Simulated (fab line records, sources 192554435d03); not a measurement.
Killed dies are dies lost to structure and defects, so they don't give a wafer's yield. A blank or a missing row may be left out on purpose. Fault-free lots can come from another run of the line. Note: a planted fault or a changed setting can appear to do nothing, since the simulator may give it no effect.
Chamber matching ; flow n5 finfet ; N5_BEOL_M5_STRIP_64 on rie diel-02 has 4 sister chambers
The step strips in CF4. 20 wafers are shown with their chamber, then 10 later ones without.

WAFERS PAIRED WITH THEIR CHAMBERS
wafer;chamber;drypump motor current A (A);showerhead plenum p Torr (Torr);throttle valve pct (%)
L077.1;2;5.1;1.74;13.43
L077.4;0;5.1;1.91;13.66
L077.6;0;5.1;1.91;13.66
L078.1;0;5.1;1.91;13.67
L078.2;3;6.6;1.83;13.18
L078.3;1;5.6;1.86;13.67
L076.1;0;5.1;1.91;13.67
L076.4;3;6.6;1.83;13.18
L076.5;0;5.1;1.91;13.67
L080.1;1;5.5;1.86;13.69
L080.2;3;6.6;1.82;13.19
L080.6;3;6.6;1.83;13.19
L079.2;0;5.1;1.90;13.69
L079.3;1;5.6;1.86;13.66
L079.5;0;5.1;1.90;13.71
L084.1;1;5.6;1.86;13.71
L084.3;2;5.1;1.74;13.46
L084.5;1;5.6;1.86;13.71
L089.1;1;5.6;1.85;13.73
L089.3;3;6.6;1.82;13.25

SIGNATURES (means of the wafers above)
reading;chamber 0;chamber 1;chamber 2;chamber 3;scatter within a chamber
drypump motor current A;5.100;5.583;5.100;6.600;0.0228
showerhead plenum p Torr;1.9071;1.8583;1.7400;1.8260;0.00465
throttle valve pct;13.6757;13.6950;13.4450;13.1980;0.0243
Rule: for a wafer and a chamber, the distance is found by dividing, reading by reading, the gap between the wafer's reading and the chamber's mean by the reading's scatter, squaring, summing and taking the root. The wafer belongs to the nearest chamber; if the next one is less than 2 further off, it can't be placed. The scatter is the square root of a quotient: the sum, over the shown wafers, of each reading's squared deviation from its chamber's mean, divided by wafers minus chambers.

WAFERS WITH NO CHAMBER GIVEN
wafer;drypump motor current A (A);showerhead plenum p Torr (Torr);throttle valve pct (%)
L089.4;5.1;1.90;13.73
L091.1;5.1;1.90;13.75
L091.2;6.6;1.82;13.25
L091.5;5.5;1.85;13.74
L093.1;5.1;1.90;13.74
L093.2;5.5;1.85;13.74
L093.5;5.1;1.73;13.49
L097.1;5.0;1.73;13.49
L097.2;5.1;1.89;13.77
L097.4;6.6;1.82;13.26

THE CHAMBER EACH PASSED THROUGH
wafer;from the rows above;in truth
L089.4;0;0
L091.1;0;0
L091.2;3;3
L091.5;1;1
L093.1;0;0
L093.2;1;1
L093.5;2;2
L097.1;2;2
L097.2;0;0
L097.4;3;3
Correct placement for 10 of the 10. From these rows, 0 cannot be placed. Placed wrongly: 0.
